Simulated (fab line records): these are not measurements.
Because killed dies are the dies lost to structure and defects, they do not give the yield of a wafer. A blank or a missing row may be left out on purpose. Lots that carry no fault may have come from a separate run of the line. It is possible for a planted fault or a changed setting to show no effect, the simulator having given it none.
Which tool is to blame? || flow nandHarc || Sampling: 13 lots, 39 wafers, 4 of 1302 route steps

WHAT THE GAUGES SHOWED, per wafer
NHARC_A_M1_OVL_MEAS_10: pitch 240 nm. Usual: overlayXNm 0.0 nm, standard deviation 0.85; overlayYNm 0.3 nm, standard deviation 0.87.
{"lot": "L275", "measured": "day 23 14:35", "on": "overlay-01", "overlayXNm (nm)": "-1.2 -1.5 -1.4", "overlayYNm (nm)": "0.2 -0.6 0.4", "flag": ""}
{"lot": "L276", "measured": "day 24 04:45", "on": "overlay-01", "overlayXNm (nm)": "-0.2 -0.3 -0.6", "overlayYNm (nm)": "0.3 -0.2 -0.1", "flag": ""}
{"lot": "L281", "measured": "day 26 01:33", "on": "overlay-01", "overlayXNm (nm)": "-0.5 -0.7 0.1", "overlayYNm (nm)": "-0.6 -0.2 -0.7", "flag": ""}
{"lot": "L284", "measured": "day 26 21:32", "on": "overlay-02", "overlayXNm (nm)": "-0.3 -0.5 -0.2", "overlayYNm (nm)": "1.4 1.7 1.2", "flag": ""}
{"lot": "L286", "measured": "day 27 06:17", "on": "overlay-01", "overlayXNm (nm)": "0.7 0.7 0.2", "overlayYNm (nm)": "0.3 0.5 0.1", "flag": ""}
{"lot": "L285", "measured": "day 27 07:56", "on": "overlay-01", "overlayXNm (nm)": "0.4 -0.2 -0.1", "overlayYNm (nm)": "-0.2 -0.3 0.0", "flag": ""}
{"lot": "L290", "measured": "day 29 14:51", "on": "overlay-02", "overlayXNm (nm)": "-0.7 -0.6 -0.8", "overlayYNm (nm)": "-0.9 -0.6 -1.0", "flag": ""}
{"lot": "L291", "measured": "day 30 04:04", "on": "overlay-02", "overlayXNm (nm)": "0.0 0.4 -0.5", "overlayYNm (nm)": "-1.2 -1.4 -1.3", "flag": ""}
{"lot": "L292", "measured": "day 30 13:23", "on": "overlay-01", "overlayXNm (nm)": "0.5 0.4 -0.1", "overlayYNm (nm)": "0.4 0.6 0.6", "flag": ""}
{"lot": "L293", "measured": "day 30 21:24", "on": "overlay-02", "overlayXNm (nm)": "0.8 0.1 0.4", "overlayYNm (nm)": "0.2 -0.2 0.0", "flag": ""}
{"lot": "L296", "measured": "day 31 20:27", "on": "overlay-02", "overlayXNm (nm)": "0.3 0.5 0.6", "overlayYNm (nm)": "-0.3 -0.3 0.3", "flag": ""}
{"lot": "L295", "measured": "day 32 23:47", "on": "overlay-02", "overlayXNm (nm)": "-1.5 -1.4 -1.5", "overlayYNm (nm)": "-0.7 -0.2 -0.8", "flag": ""}
{"lot": "L297", "measured": "day 33 12:56", "on": "overlay-02", "overlayXNm (nm)": "0.2 0.3 0.3", "overlayYNm (nm)": "0.7 1.2 0.7", "flag": ""}

NHARC_END_SORT_01. Usual: defectLimitedYield 92.9 %, standard deviation 2.4; killedAtArray 44, standard deviation 16; killedAtOther 0.6, standard deviation 1.1; killedAtPeriphery 3.9, standard deviation 2.6; killedDies 48, standard deviation 16; killedOpen 3.1, standard deviation 1.9; killedShort 2.4, standard deviation 1.8; sort_bin_2_pct 2.6 %, standard deviation 1; sort_bin_3_pct 0.6 %, standard deviation 0.39; sort_bin_4_pct 4.0 %, standard deviation 1.4; sortNPass 629, standard deviation 16; sortRimYieldPct 89 %, standard deviation 4.3; sortYieldPct 92.9 %, standard deviation 2.4.
{"lot": "L276", "measured": "day 25 17:45", "on": "prober-01", "defectLimitedYield (%)": "88.2 91.3 87.9", "killedAtArray": "77 49 78", "killedAtOther": "0 1 0", "killedAtPeriphery": "3 9 4", "killedDies": "80 59 82", "killedOpen": "4 7 1", "killedShort": "3 2 5", "sort_bin_2_pct (%)": "4.6 3.2 4.9", "sort_bin_3_pct (%)": "1.8 0.7 0.7", "sort_bin_4_pct (%)": "5.5 4.7 6.5", "sortNPass": "597 618 595", "sortRimYieldPct (%)": "90 78 93", "sortYieldPct (%)": "88.2 91.3 87.9", "flag": ""}
{"lot": "L281", "measured": "day 27 15:32", "on": "prober-01", "defectLimitedYield (%)": "92.9 92.8 95.4", "killedAtArray": "44 45 29", "killedAtOther": "0 2 0", "killedAtPeriphery": "4 2 2", "killedDies": "48 49 31", "killedOpen": "0 2 1", "killedShort": "2 4 2", "sort_bin_2_pct (%)": "2.2 2.5 1.6", "sort_bin_3_pct (%)": "1.0 0.1 0.4", "sort_bin_4_pct (%)": "3.8 4.6 2.5", "sortNPass": "629 628 646", "sortRimYieldPct (%)": "86 89 88", "sortYieldPct (%)": "92.9 92.8 95.4", "flag": ""}
{"lot": "L284", "measured": "day 28 08:25", "on": "prober-01", "defectLimitedYield (%)": "0 0 0", "killedAtArray": "671 673 668", "killedAtOther": "1 0 1", "killedAtPeriphery": "5 4 8", "killedDies": "677 677 677", "killedOpen": "4 2 6", "killedShort": "7 8 1", "sort_bin_2_pct (%)": "95.4 96.6 95.6", "sort_bin_3_pct (%)": "0 0.6 0.7", "sort_bin_4_pct (%)": "4.6 2.8 3.7", "sortNPass": "0 0 0", "sortRimYieldPct (%)": "0 0 0", "sortYieldPct (%)": "0 0 0", "flag": "OFF"}
{"lot": "L286", "measured": "day 28 21:28", "on": "prober-01", "defectLimitedYield (%)": "0 0 0", "killedAtArray": "676 672 676", "killedAtOther": "1 3 0", "killedAtPeriphery": "0 2 1", "killedDies": "677 677 677", "killedOpen": "1 8 6", "killedShort": "1 7 2", "sort_bin_2_pct (%)": "98.4 96.0 97.3", "sort_bin_3_pct (%)": "0 0.3 0.1", "sort_bin_4_pct (%)": "1.6 3.7 2.5", "sortNPass": "0 0 0", "sortRimYieldPct (%)": "0 0 0", "sortYieldPct (%)": "0 0 0", "flag": "OFF"}
{"lot": "L290", "measured": "day 31 01:42", "on": "prober-01", "defectLimitedYield (%)": "88.9 88.2 89.2", "killedAtArray": "66 70 69", "killedAtOther": "1 0 0", "killedAtPeriphery": "8 10 4", "killedDies": "75 80 73", "killedOpen": "0 2 5", "killedShort": "2 4 2", "sort_bin_2_pct (%)": "4.1 3.5 2.4", "sort_bin_3_pct (%)": "1.3 1.3 1.5", "sort_bin_4_pct (%)": "5.6 6.9 6.9", "sortNPass": "602 597 604", "sortRimYieldPct (%)": "91 88 79", "sortYieldPct (%)": "88.9 88.2 89.2", "flag": ""}
{"lot": "L291", "measured": "day 31 16:23", "on": "prober-02", "defectLimitedYield (%)": "93.2 93.9 95.4", "killedAtArray": "42 40 29", "killedAtOther": "0 0 0", "killedAtPeriphery": "4 1 2", "killedDies": "46 41 31", "killedOpen": "4 0 2", "killedShort": "3 2 4", "sort_bin_2_pct (%)": "2.1 1.8 1.9", "sort_bin_3_pct (%)": "0.7 0.4 0.6", "sort_bin_4_pct (%)": "4.0 3.8 2.1", "sortNPass": "631 636 646", "sortRimYieldPct (%)": "91 91 92", "sortYieldPct (%)": "93.2 93.9 95.4", "flag": ""}
{"lot": "L292", "measured": "day 31 23:45", "on": "prober-01", "defectLimitedYield (%)": "91.7 92.3 91.4", "killedAtArray": "42 39 38", "killedAtOther": "4 2 6", "killedAtPeriphery": "10 11 14", "killedDies": "56 52 58", "killedOpen": "2 5 4", "killedShort": "1 3 1", "sort_bin_2_pct (%)": "2.5 3.1 2.4", "sort_bin_3_pct (%)": "0.3 0.6 0.3", "sort_bin_4_pct (%)": "5.5 4.0 5.9", "sortNPass": "621 625 619", "sortRimYieldPct (%)": "90 88 87", "sortYieldPct (%)": "91.7 92.3 91.4", "flag": "OFF"}
{"lot": "L293", "measured": "day 32 16:56", "on": "prober-01", "defectLimitedYield (%)": "93.1 93.6 93.5", "killedAtArray": "40 40 41", "killedAtOther": "3 0 0", "killedAtPeriphery": "4 3 3", "killedDies": "47 43 44", "killedOpen": "4 4 0", "killedShort": "0 4 2", "sort_bin_2_pct (%)": "2.2 1.9 1.6", "sort_bin_3_pct (%)": "0.3 0.6 0.9", "sort_bin_4_pct (%)": "4.4 3.8 4.0", "sortNPass": "630 634 633", "sortRimYieldPct (%)": "87 90 89", "sortYieldPct (%)": "93.1 93.6 93.5", "flag": ""}
{"lot": "L296", "measured": "day 33 12:05", "on": "prober-02", "defectLimitedYield (%)": "93.6 92.9 92.9", "killedAtArray": "35 45 42", "killedAtOther": "0 0 0", "killedAtPeriphery": "8 3 6", "killedDies": "43 48 48", "killedOpen": "4 0 0", "killedShort": "4 1 2", "sort_bin_2_pct (%)": "1.8 3.0 2.2", "sort_bin_3_pct (%)": "0.3 0.3 0.4", "sort_bin_4_pct (%)": "4.3 3.8 4.4", "sortNPass": "634 629 629", "sortRimYieldPct (%)": "87 91 92", "sortYieldPct (%)": "93.6 92.9 92.9", "flag": ""}
{"lot": "L295", "measured": "day 34 13:04", "on": "prober-01", "defectLimitedYield (%)": "94.1 95.1 93.5", "killedAtArray": "36 31 42", "killedAtOther": "0 0 1", "killedAtPeriphery": "4 2 1", "killedDies": "40 33 44", "killedOpen": "0 4 5", "killedShort": "1 5 4", "sort_bin_2_pct (%)": "2.5 1.6 2.5", "sort_bin_3_pct (%)": "0.9 0.6 0.3", "sort_bin_4_pct (%)": "2.5 2.7 3.7", "sortNPass": "637 644 633", "sortRimYieldPct (%)": "83 91 84", "sortYieldPct (%)": "94.1 95.1 93.5", "flag": ""}

WHICH TOOL RAN EACH LOT (tool, then ch and the chambers of the sampled wafers, then the start)
{"lot": "L275", "NHARC_A_M1_PVD_21": "pvdSputter-02, day 23 15:56", "NHARC_A_M1_PRE_CLEAN_32": "pecvd-04 ch 0,1,2, day 23 17:22"}
{"lot": "L276", "NHARC_A_M1_PVD_21": "pvdSputter-02, day 24 06:06", "NHARC_A_M1_PRE_CLEAN_32": "pecvd-01 ch 0,1,2, day 24 07:32"}
{"lot": "L281", "NHARC_A_M1_PVD_21": "pvdSputter-03, day 26 02:55", "NHARC_A_M1_PRE_CLEAN_32": "pecvd-02 ch 1,2, day 26 04:19"}
{"lot": "L284", "NHARC_A_M1_PVD_21": "pvdSputter-02, day 26 22:53", "NHARC_A_M1_PRE_CLEAN_32": "pecvd-04 ch 0,1,2, day 27 00:36"}
{"lot": "L286", "NHARC_A_M1_PVD_21": "pvdSputter-01, day 27 07:42", "NHARC_A_M1_PRE_CLEAN_32": "pecvd-01 ch 0,2, day 27 09:07"}
{"lot": "L285", "NHARC_A_M1_PVD_21": "pvdSputter-01, day 27 09:17", "NHARC_A_M1_PRE_CLEAN_32": "pecvd-01 ch 0,2, day 27 10:42"}
{"lot": "L290", "NHARC_A_M1_PVD_21": "pvdSputter-01, day 29 16:14", "NHARC_A_M1_PRE_CLEAN_32": "pecvd-01 ch 1,2, day 29 17:36"}
{"lot": "L291", "NHARC_A_M1_PVD_21": "pvdSputter-02, day 30 05:28", "NHARC_A_M1_PRE_CLEAN_32": "pecvd-01 ch 0,2, day 30 06:52"}
{"lot": "L292", "NHARC_A_M1_PVD_21": "pvdSputter-02, day 30 14:45", "NHARC_A_M1_PRE_CLEAN_32": "pecvd-01 ch 0,1, day 30 16:07"}
{"lot": "L293", "NHARC_A_M1_PVD_21": "pvdSputter-02, day 30 22:45", "NHARC_A_M1_PRE_CLEAN_32": "pecvd-01 ch 1,2, day 31 00:10"}
{"lot": "L296", "NHARC_A_M1_PVD_21": "pvdSputter-01, day 31 21:48", "NHARC_A_M1_PRE_CLEAN_32": "pecvd-04 ch 0,1,2, day 31 23:12"}
{"lot": "L295", "NHARC_A_M1_PVD_21": "pvdSputter-03, day 33 01:08", "NHARC_A_M1_PRE_CLEAN_32": "pecvd-04 ch 0,1,2, day 33 02:34"}
{"lot": "L297", "NHARC_A_M1_PVD_21": "pvdSputter-02, day 33 14:17", "NHARC_A_M1_PRE_CLEAN_32": "pecvd-01 ch 1,2, day 33 15:40"}
- NHARC_A_M1_PVD_21: deposits Cu, target thk 30 nm, time 20.49 s.
- NHARC_A_M1_PRE_CLEAN_32: time 12 s.

WHAT THE TOOLS THEMSELVES READ (means of the sampled wafers that have a number; where no wafer has one, the mark that the record gives instead)
NHARC_A_M1_PVD_21. Usual: cathodeDcPowerW 5000.0 W, standard deviation 0.91; chamberPressurePa 4.999 Pa, standard deviation 0.01; throttleValvePct 30.2 %, standard deviation 1.2.
{"lot": "L275", "tool": "pvdSputter-02", "cathodeDcPowerW (W)": 5000.4, "chamberPressurePa (Pa)": 4.999, "throttleValvePct (%)": 29.9, "flag": ""}
{"lot": "L276", "tool": "pvdSputter-02", "cathodeDcPowerW (W)": 4999.9, "chamberPressurePa (Pa)": 5.005, "throttleValvePct (%)": 30.0, "flag": ""}
{"lot": "L281", "tool": "pvdSputter-03", "cathodeDcPowerW (W)": 4999.4, "chamberPressurePa (Pa)": 4.995, "throttleValvePct (%)": 29.2, "flag": ""}
{"lot": "L284", "tool": "pvdSputter-02", "cathodeDcPowerW (W)": "-", "chamberPressurePa (Pa)": "-", "throttleValvePct (%)": "-", "flag": "OFF"}
{"lot": "L286", "tool": "pvdSputter-01", "cathodeDcPowerW (W)": "-", "chamberPressurePa (Pa)": "-", "throttleValvePct (%)": "-", "flag": "OFF"}
{"lot": "L285", "tool": "pvdSputter-01", "cathodeDcPowerW (W)": 5000.7, "chamberPressurePa (Pa)": 4.987, "throttleValvePct (%)": 30.0, "flag": ""}
{"lot": "L290", "tool": "pvdSputter-01", "cathodeDcPowerW (W)": 4999.9, "chamberPressurePa (Pa)": 4.990, "throttleValvePct (%)": 29.5, "flag": ""}
{"lot": "L291", "tool": "pvdSputter-02", "cathodeDcPowerW (W)": 5000.4, "chamberPressurePa (Pa)": 4.992, "throttleValvePct (%)": 30.1, "flag": ""}
{"lot": "L292", "tool": "pvdSputter-02", "cathodeDcPowerW (W)": 5000.3, "chamberPressurePa (Pa)": 4.993, "throttleValvePct (%)": 30.0, "flag": ""}
{"lot": "L293", "tool": "pvdSputter-02", "cathodeDcPowerW (W)": 5000.5, "chamberPressurePa (Pa)": 5.003, "throttleValvePct (%)": 31.9, "flag": ""}
{"lot": "L296", "tool": "pvdSputter-01", "cathodeDcPowerW (W)": 5000.8, "chamberPressurePa (Pa)": 5.000, "throttleValvePct (%)": 30.0, "flag": ""}
{"lot": "L295", "tool": "pvdSputter-03", "cathodeDcPowerW (W)": 5000.5, "chamberPressurePa (Pa)": 5.001, "throttleValvePct (%)": 31.6, "flag": ""}
{"lot": "L297", "tool": "pvdSputter-02", "cathodeDcPowerW (W)": 4999.9, "chamberPressurePa (Pa)": 4.993, "throttleValvePct (%)": 30.2, "flag": ""}

NHARC_A_M1_PRE_CLEAN_32. Usual: heaterPowerW reads 689 W (standard deviation 95).
{"lot": "L275", "tool": "pecvd-04", "heaterPowerW (W)": 733, "flag": ""}
{"lot": "L276", "tool": "pecvd-01", "heaterPowerW (W)": 677, "flag": ""}
{"lot": "L281", "tool": "pecvd-02", "heaterPowerW (W)": 663, "flag": ""}
{"lot": "L284", "tool": "pecvd-04", "heaterPowerW (W)": 745, "flag": ""}
{"lot": "L286", "tool": "pecvd-01", "heaterPowerW (W)": 654, "flag": ""}
{"lot": "L285", "tool": "pecvd-01", "heaterPowerW (W)": 718, "flag": ""}
{"lot": "L290", "tool": "pecvd-01", "heaterPowerW (W)": 590, "flag": ""}
{"lot": "L291", "tool": "pecvd-01", "heaterPowerW (W)": 737, "flag": ""}
{"lot": "L292", "tool": "pecvd-01", "heaterPowerW (W)": 765, "flag": ""}
{"lot": "L293", "tool": "pecvd-01", "heaterPowerW (W)": 555, "flag": ""}
{"lot": "L296", "tool": "pecvd-04", "heaterPowerW (W)": 705, "flag": ""}
{"lot": "L295", "tool": "pecvd-04", "heaterPowerW (W)": 708, "flag": ""}
{"lot": "L297", "tool": "pecvd-01", "heaterPowerW (W)": 567, "flag": ""}

THE ANSWER, worked out from the rows above alone
Rule: lot off if the mean of its wafers having a number is beyond 3 standard deviations from the usual mean. Also off: a lot with no number at a reading for which 4 or more lots have one. Any other lot the step has rows for is counted as sound. Order of review: gauges by route order, followed by the tools' own readings, for which a lot's mean as printed above is used. At the first step where some lot is off, the reading lying furthest off is the one used; lots without a number count as furthest.
Off: L284, L286 (NHARC_END_SORT_01, sort_bin_2_pct). Neither off nor sound, because the step has no rows for them: L275, L285, L297.
If a tool, at a process step before that reading, ran all the lots that are off and no sound lot after the first of them, it fits. Not tried: the gauges at NHARC_END_SORT_01; whatever is off there is also off at NHARC_A_M1_PVD_21, on other tools, and gauge error can't account for it. Of those tried, none fits.

WHAT THE SIMULATOR PUT IN
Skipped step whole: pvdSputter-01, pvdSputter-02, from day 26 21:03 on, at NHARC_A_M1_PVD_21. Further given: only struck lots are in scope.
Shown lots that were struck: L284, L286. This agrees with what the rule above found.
